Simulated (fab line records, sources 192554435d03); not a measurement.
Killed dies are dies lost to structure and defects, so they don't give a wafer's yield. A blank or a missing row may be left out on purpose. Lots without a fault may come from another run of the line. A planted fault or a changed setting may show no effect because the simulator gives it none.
Which tool did it? | flow n5_finfet | 12 lots, 36 wafers sampled, at 4 steps of a route of 1938

WHAT THE GAUGES READ, wafer by wafer
The record holds no reading of a measuring or inspecting step that can be judged against a usual standard deviation.

WHICH TOOL RAN EACH LOT (tool, then ch and the chambers of the sampled wafers, then the start)
lot  | N5_BEOL_M15_ECD_47             | N5_MIM_TOP_ETCH_STRIP_01           | N5_PASSIVATION_SPUTTER_20    | N5_PASSIVATION_PROBE_49
L575 | ecd_cu-02 ch 0,1, day 10 22:55 | rie_diel-02 ch 0,2,3, day 11 02:59 | pvd_sputter-03, day 11 08:06 | prober-02, day 11 14:45
L576 | ecd_cu-01 ch 0,1, day 11 20:45 | rie_diel-06 ch 1,3, day 12 00:35   | pvd_sputter-02, day 12 07:43 | prober-02, day 12 14:17
L580 | ecd_cu-02 ch 0,1, day 12 18:13 | rie_diel-06 ch 0,1,2, day 13 01:09 | pvd_sputter-02, day 13 05:05 | prober-01, day 13 10:51
L582 | ecd_cu-02 ch 0,1, day 13 01:32 | rie_diel-05 ch 0,1,3, day 13 07:04 | pvd_sputter-01, day 13 11:46 | prober-01, day 13 17:45
L581 | ecd_cu-01 ch 0,1, day 13 01:38 | rie_diel-02 ch 0,2,3, day 13 09:27 | pvd_sputter-03, day 13 12:24 | prober-02, day 13 18:21
L583 | ecd_cu-02 ch 0,1, day 13 02:40 | rie_diel-06 ch 0,2, day 13 09:35   | pvd_sputter-01, day 13 12:47 | prober-01, day 13 19:41
L584 | ecd_cu-02 ch 0,1, day 13 09:07 | rie_diel-06 ch 0,3, day 13 13:41   | pvd_sputter-01, day 13 16:51 | prober-01, day 13 23:02
L586 | ecd_cu-01 ch 0, day 14 02:39   | rie_diel-06 ch 1,3, day 14 07:28   | pvd_sputter-02, day 14 10:53 | prober-02, day 14 16:27
L587 | ecd_cu-02 ch 0,1, day 14 03:09 | rie_diel-06 ch 1,2,3, day 14 10:47 | pvd_sputter-02, day 14 14:29 | prober-02, day 14 22:25
L590 | ecd_cu-01 ch 0,1, day 15 12:28 | rie_diel-05 ch 1,3, day 15 17:31   | pvd_sputter-01, day 15 22:51 | prober-01, day 16 04:42
L595 | ecd_cu-02 ch 0,1, day 16 14:28 | rie_diel-02 ch 0,1,3, day 16 19:31 | pvd_sputter-03, day 17 01:58 | prober-01, day 17 08:04
L598 | ecd_cu-02 ch 0,1, day 17 16:02 | rie_diel-02 ch 1,2,3, day 17 22:43 | pvd_sputter-03, day 18 03:38 | prober-01, day 18 09:10
- N5_BEOL_M15_ECD_47: material Cu, target thk 1860 nm.
- N5_MIM_TOP_ETCH_STRIP_01: strips in O2.
- N5_PASSIVATION_SPUTTER_20: material TaN, target thk 50 nm.
- N5_PASSIVATION_PROBE_49

WHAT THE TOOLS THEMSELVES READ (means of the sampled wafers that have a number; where no wafer has one, the mark that the record gives instead)
N5_MIM_TOP_ETCH_STRIP_01.
lot  | tool        | drypump_motor_current_A (A) | oes_product_au (a.u.) | rf_vpp_V (V) | showerhead_plenum_p_Torr (Torr) | throttle_valve_pct (%)
L575 | rie_diel-02 | 5.5                         | 0.73                  | 4.9          | 2.11                            | 16.72
L576 | rie_diel-06 | 5.1                         | 0.91                  | 4.1          | 2.01                            | 16.39
L580 | rie_diel-06 | 5.2                         | 0.88                  | 4.0          | 2.13                            | 16.49
L582 | rie_diel-05 | 5.7                         | 0.81                  | 4.3          | 2.13                            | 16.66
L581 | rie_diel-02 | 5.5                         | 0.71                  | 5.0          | 2.10                            | 16.77
L583 | rie_diel-06 | 5.6                         | 0.84                  | 3.6          | 2.15                            | 16.48
L584 | rie_diel-06 | 5.7                         | 0.85                  | 4.0          | 2.05                            | 16.35
L586 | rie_diel-06 | 5.5                         | 0.82                  | 3.6          | 1.97                            | 16.44
L587 | rie_diel-06 | 5.3                         | 0.82                  | 5.4          | 2.07                            | 16.52
L590 | rie_diel-05 | 5.4                         | 0.79                  | 2.7          | 2.12                            | 16.70
L595 | rie_diel-02 | 5.5                         | 0.71                  | 3.7          | 2.07                            | 16.68
L598 | rie_diel-02 | 5.8                         | 0.78                  | 6.2          | 2.05                            | 16.51

N5_PASSIVATION_SPUTTER_20.
lot  | tool           | throttle_valve_pct (%)
L575 | pvd_sputter-03 | 30.1
L576 | pvd_sputter-02 | 29.0
L580 | pvd_sputter-02 | 29.8
L582 | pvd_sputter-01 | 29.8
L581 | pvd_sputter-03 | 29.3
L583 | pvd_sputter-01 | 29.2
L584 | pvd_sputter-01 | 30.3
L586 | pvd_sputter-02 | 30.0
L587 | pvd_sputter-02 | 29.8
L590 | pvd_sputter-01 | 30.0
L595 | pvd_sputter-03 | 29.3
L598 | pvd_sputter-03 | 29.3

N5_PASSIVATION_PROBE_49.
lot  | tool      | defect_limited_yield (%) | killed_at_M0_to_M3 | killed_at_M4_up | killed_at_contacts | killed_at_front_end | killed_at_other | killed_dies | killed_on_rim | killed_open | killed_short | sort_bin_5_function (%) | sort_bin_6_memory (%) | sort_n_pass | sort_yield_pct (%)
L575 | prober-02 | 93.2                     | 19                 | 11              | 3                  | 45                  | 2.0             | 81          | 10            | 50          | 27           | 4.0                     | 2.3                   | 1099        | 93.2
L576 | prober-02 | 90.7                     | 33                 | 17              | 13                 | 40                  | 5.3             | 109         | 16            | 71          | 37           | 5.4                     | 3.6                   | 1071        | 90.7
L580 | prober-01 | 90.9                     | 39                 | 11              | 10                 | 47                  | 0.3             | 107         | 14            | 71          | 36           | 5.1                     | 3.7                   | 1073        | 90.9
L582 | prober-01 | 89.9                     | 29                 | 16              | 14                 | 57                  | 2.7             | 119         | 13            | 81          | 36           | 5.9                     | 3.8                   | 1061        | 89.9
L581 | prober-02 | 92.6                     | 28                 | 7               | 13                 | 40                  | 0.3             | 88          | 14            | 54          | 33           | 4.1                     | 3.0                   | 1092        | 92.6
L583 | prober-01 | 89.5                     | 48                 | 11              | 24                 | 37                  | 3.0             | 124         | 18            | 83          | 37           | 6.8                     | 3.4                   | 1056        | 89.5
L584 | prober-01 | 93.4                     | 19                 | 14              | 10                 | 30                  | 3.7             | 78          | 8             | 49          | 24           | 4.1                     | 2.4                   | 1102        | 93.4
L586 | prober-02 | 90.3                     | 46                 | 17              | 18                 | 27                  | 6.3             | 114         | 19            | 78          | 34           | 5.8                     | 3.6                   | 1066        | 90.3
L587 | prober-02 | 91.4                     | 43                 | 11              | 5                  | 40                  | 2.3             | 102         | 15            | 64          | 37           | 5.0                     | 3.2                   | 1078        | 91.4
L590 | prober-01 | 93.3                     | 21                 | 11              | 6                  | 39                  | 1.7             | 79          | 10            | 56          | 22           | 3.7                     | 2.9                   | 1101        | 93.3
L595 | prober-01 | 64.8                     | 25                 | 329             | 16                 | 42                  | 3.7             | 416         | 56            | 66          | 30           | 21.3                    | 11.9                  | 764         | 64.8
L598 | prober-01 | 64.3                     | 29                 | 341             | 9                  | 37                  | 4.0             | 421         | 62            | 58          | 34           | 21.4                    | 12.0                  | 759         | 64.3

THE ANSWER, worked out from the rows above alone
Rule: what is usual is taken from the lots themselves. Put in order of their means at a reading, lots are off if they are a third of the lots or fewer, leave a main group of 4 or more, and stand apart from it by a gap of 3 or more times the standard deviation of the main group's means; of several such gaps the widest counts. A main group whose means are all the same, to the digits that the tables above print for the reading, isn't used. A lot without any number at a reading at which 4 lots or more have one is off too. The other lots that the step has rows for count as sound. The gauges are gone through in route order, then the tools' own readings, and for those a lot's mean is taken as printed above. The first step at which some lot is off is used, and at that step the reading that is off furthest; a lot without a number counts as furthest.
Off: L595, L598, at N5_PASSIVATION_PROBE_49 (killed_at_M4_up). The main group: mean 13, standard deviation 3.1.
A tool fits if, at that step or a process step before it, it ran every lot that is off, and no sound lot after the first of them. Can't be told from this: 4 tools fit, ecd_cu-02 at N5_BEOL_M15_ECD_47, rie_diel-02 at N5_MIM_TOP_ETCH_STRIP_01, pvd_sputter-03 at N5_PASSIVATION_SPUTTER_20, prober-01 at N5_PASSIVATION_PROBE_49.

WHAT THE SIMULATOR HAD PUT IN
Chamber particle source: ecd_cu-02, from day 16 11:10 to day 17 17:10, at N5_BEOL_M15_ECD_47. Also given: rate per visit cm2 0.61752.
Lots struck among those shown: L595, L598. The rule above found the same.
